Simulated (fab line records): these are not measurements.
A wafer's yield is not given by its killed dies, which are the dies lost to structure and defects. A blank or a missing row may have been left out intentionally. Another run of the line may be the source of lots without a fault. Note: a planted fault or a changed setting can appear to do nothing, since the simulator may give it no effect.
Chamber matching || flow n5 finfet || rie diel-02 running N5_MOL_CONTACT_COAG_DESCUM_13: 4 sister chambers
The step chemistry O2, time 7 s. 8 wafers are shown with their chamber, then 7 later ones without.

## WAFERS, EACH WITH ITS CHAMBER
{"wafer": "L074.4", "chamber": 3, "drypump motor current A (A)": 5.2, "showerhead plenum p Torr (Torr)": 2.17}
{"wafer": "L082.5", "chamber": 0, "drypump motor current A (A)": 6.5, "showerhead plenum p Torr (Torr)": 2.16}
{"wafer": "L082.6", "chamber": 2, "drypump motor current A (A)": 5.7, "showerhead plenum p Torr (Torr)": 2.17}
{"wafer": "L083.1", "chamber": 1, "drypump motor current A (A)": 6.1, "showerhead plenum p Torr (Torr)": 2.23}
{"wafer": "L083.3", "chamber": 1, "drypump motor current A (A)": 6.2, "showerhead plenum p Torr (Torr)": 2.23}
{"wafer": "L083.4", "chamber": 2, "drypump motor current A (A)": 5.7, "showerhead plenum p Torr (Torr)": 2.17}
{"wafer": "L086.2", "chamber": 3, "drypump motor current A (A)": 5.2, "showerhead plenum p Torr (Torr)": 2.16}
{"wafer": "L086.3", "chamber": 0, "drypump motor current A (A)": 6.5, "showerhead plenum p Torr (Torr)": 2.15}

## WAFERS WITH NO CHAMBER GIVEN
{"wafer": "L086.4", "drypump motor current A (A)": 6.1, "showerhead plenum p Torr (Torr)": 2.22}
{"wafer": "L091.2", "drypump motor current A (A)": 5.3, "showerhead plenum p Torr (Torr)": 2.16}
{"wafer": "L091.4", "drypump motor current A (A)": 6.2, "showerhead plenum p Torr (Torr)": 2.22}
{"wafer": "L091.5", "drypump motor current A (A)": 6.2, "showerhead plenum p Torr (Torr)": 2.22}
{"wafer": "L096.1", "drypump motor current A (A)": 6.2, "showerhead plenum p Torr (Torr)": 2.22}
{"wafer": "L096.2", "drypump motor current A (A)": 5.7, "showerhead plenum p Torr (Torr)": 2.15}
{"wafer": "L096.6", "drypump motor current A (A)": 6.2, "showerhead plenum p Torr (Torr)": 2.22}

## CHAMBER TAKEN BY EACH
{"wafer": "L086.4", "from the rows above": 1, "in truth": 1}
{"wafer": "L091.2", "from the rows above": 3, "in truth": 3}
{"wafer": "L091.4", "from the rows above": 1, "in truth": 1}
{"wafer": "L091.5", "from the rows above": 1, "in truth": 1}
{"wafer": "L096.1", "from the rows above": 1, "in truth": 1}
{"wafer": "L096.2", "from the rows above": 2, "in truth": 2}
{"wafer": "L096.6", "from the rows above": 1, "in truth": 1}
Placed correctly: 7 of 7. Not placeable from these rows: 0. Placed wrongly: 0.
How it was worked out, from the rows above alone: a wafer's distance from a chamber is the root of the sum, over the readings, of the square of ((its reading less the chamber's mean) divided by the reading's scatter). If the next closest chamber is less than 2 further off than the closest, the wafer can't be placed; otherwise it belongs to the closest. The mean given for a chamber averages the wafers shown for that chamber. The scatter: the root of (the sum of the squares of (reading less its chamber's mean) over the shown wafers, divided by (wafers less chambers)).
